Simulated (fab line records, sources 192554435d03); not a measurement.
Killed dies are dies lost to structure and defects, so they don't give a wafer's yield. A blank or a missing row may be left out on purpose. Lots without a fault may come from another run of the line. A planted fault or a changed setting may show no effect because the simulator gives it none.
A struck lot beside a sound one | flow n5_finfet | 40 steps out of a route of 1938
Sound: wafers L671.1, L671.2, L671.5. Struck: wafer L681.6. (L681.2, L681.3 of the same lot were not struck and are left out.) The cause comes at the end.
At each step with rows: each side's tool, then ch and its chambers, then its first start. Under that, the readings that differ: sound wafers | struck wafers | difference of the means | sigmas: that difference in standard deviations of wafers without a fault.
alike: readings whose means differ by less than 2 such deviations, and words and numbers that are the same on both sides. not compared: withheld readings, readings that some wafer has no value for, bounds like >300 that may hide the same value, and numbers for which the record gives no deviation and whose values overlap.
The two part at a step that has a row with sigmas, a row that says differs or no value, or rows on one side only. Numbers that don't overlap but have no deviation are shown without sigmas and don't part them. A reading that every wafer of one side lacks parts them only if that side has two wafers or more.

first, 11 steps without rows for these wafers: N5_HKMG_FIN_STRIP_60 (strips in N2/H2, time 360 s); N5_HKMG_FIN_WET_ETCH_77 (etches La2O3 in dHCl, stops on HfO2, target depth 2 nm); N5_HKMG_FIN_WET_ETCH_78 (etches Al2O3 in dNH4OH, stops on La2O3, target depth 4.5 nm, rinse time 30 s); N5_HKMG_FIN_ALD_79 (deposits TiN, target thk 1.5 nm, pulse time 1 s, purge time 3 s); N5_HKMG_FIN_CVD_62 (deposits a-Si from Si2H6, target thk 3 nm, time 20.8 s); N5_HKMG_FIN_RTA_80 (time 2 s); N5_HKMG_FIN_PRECLEAN_64 (cleans in dHF, time 30 s); N5_HKMG_FIN_WET_ETCH_65 (etches a-Si in TMAH, stops on TiN, time 49 s, target depth 3 nm); N5_HKMG_FIN_WET_ETCH_81 (etches TiN in SC1, stops on HfO2, time 57 s, target depth 6 nm); N5_HKMG_FIN_WET_ETCH_82 (etches La2O3 in dHCl, stops on HfO2, target depth 2 nm, rinse time 30 s); N5_HKMG_FIN_ALD_36 (deposits TiN, target thk 1 nm, pulse time 1 s, purge time 3 s).
N5_HKMG_FIN_PWFM_ALD_03: deposits TiN, target thk 2 nm, pulse time 1 s, purge time 3 s.
  sound on ald_metal-04 ch 0,3, day 7 06:56; struck on ald_metal-04 ch 3, day 9 21:01
  reading    | sound    | struck | difference | sigmas
  ald_cycles | 91 91 91 | 98     | +7         |
  alike: chamber_pressure_Torr, heater_power_w, precursor_pulse_height_rel, susceptor_temp_C
then, 26 steps without rows for these wafers: N5_HKMG_FIN_COAT_29 (time 60 s, resist thk 300 nm); N5_HKMG_FIN_COAT_30 (time 60 s, resist thk 35 nm); N5_HKMG_FIN_COAT_06 (resist thk 90 nm); N5_HKMG_FIN_EBR_08; N5_HKMG_FIN_SOFTBAKE_07 (time 60 s); N5_HKMG_FIN_EXPOSE_09 (exposes mask NWFM); N5_HKMG_FIN_PEB_10 (peb time 60 s); N5_HKMG_FIN_DEVELOP_11 (develop time 30 s); N5_HKMG_FIN_DESCUM_17 (chemistry O2, time 7.9 s); N5_HKMG_FIN_ETCH_31 (etches SiARC in CF4, target depth 45.5 nm, time 75.8 s); N5_HKMG_FIN_ETCH_32 (etches SOC in N2/H2, target depth 240 nm, time 300 s); N5_HKMG_FIN_STRIP_33 (strips in N2/H2); N5_HKMG_FIN_STRIP_34 (strips in CF4); N5_HKMG_FIN_ETCH_35 (etches SOC in N2/H2, target depth 215.8 nm, time 243.4 s); N5_HKMG_FIN_STRIP_92 (strips SOC in N2/H2, time 20 s); N5_HKMG_FIN_WET_ETCH_18 (etches TiN in SC1, time 55 s, target depth 5.2 nm, rinse time 30 s); N5_HKMG_FIN_STRIP_19 (strips in N2/H2, time 360 s); N5_HKMG_FIN_ALD_91 (deposits TiN, target thk 1 nm, pulse time 1 s, purge time 3 s); N5_HKMG_FIN_COAT_85 (time 60 s, resist thk 300 nm); N5_HKMG_FIN_ETCH_86 (etches SOC in N2/H2, stops on TiN, target depth 393.2 nm); N5_HKMG_FIN_STRIP_89 (strips SOC in N2/H2, time 20 s); N5_HKMG_FIN_WET_ETCH_87 (etches TiN in SC1, time 154.2 s, target depth 4.7 nm, rinse time 30 s); N5_HKMG_FIN_STRIP_88 (strips in N2/H2, time 360 s); N5_HKMG_FIN_NWFM_ALD_20 (deposits TiAlC, target thk 2 nm, pulse time 3 s, purge time 2 s); N5_HKMG_FIN_ALD_71 (deposits TiN, target thk 1 nm, pulse time 1 s, purge time 3 s); N5_HKMG_FIN_COAT_66 (time 60 s, resist thk 300 nm).
-- the record jumps here: 7 days lie between the struck wafers' starts before and after (it left off in module HKMG_FIN and takes up again in module BEOL_M4, whose first step shown is number 1111 of the route) --
N5_BEOL_M4_RC_MEAS_101:
  sound on prober-02 ch 0, day 12 22:36; struck on prober-02 ch 0, day 16 15:40
  alike: DIBL_N, DIBL_P, IOFF_N, IOFF_P, ION_N, ION_P, SS_N, SS_P, VT_N, VT_P, VT_P_LONG, VT_P_LVT
-- the record jumps here: 5 days lie between the struck wafers' starts before and after (it left off in module BEOL_M4 and takes up again in module PASSIVATION, whose first step shown is number 1936 of the route) --
N5_PASSIVATION_PROBE_49:
  sound on prober-01, day 16 20:47; struck on prober-02, day 21 20:30
  reading                | sound | struck | difference | sigmas
  sort_bin_4_leakage (%) | 0 0 0 | 0.17   | +0.17      | +4
  alike: defect_limited_yield, killed_at_M0_to_M3, killed_at_M4_up, killed_at_contacts, killed_at_front_end, killed_at_other, killed_dies, killed_open, killed_short, sort_bin_5_function, sort_bin_6_memory, sort_n_pass, sort_yield_pct

WHERE THEY PART
Only at N5_PASSIVATION_PROBE_49, within this record.

WHY: what the simulator had put in
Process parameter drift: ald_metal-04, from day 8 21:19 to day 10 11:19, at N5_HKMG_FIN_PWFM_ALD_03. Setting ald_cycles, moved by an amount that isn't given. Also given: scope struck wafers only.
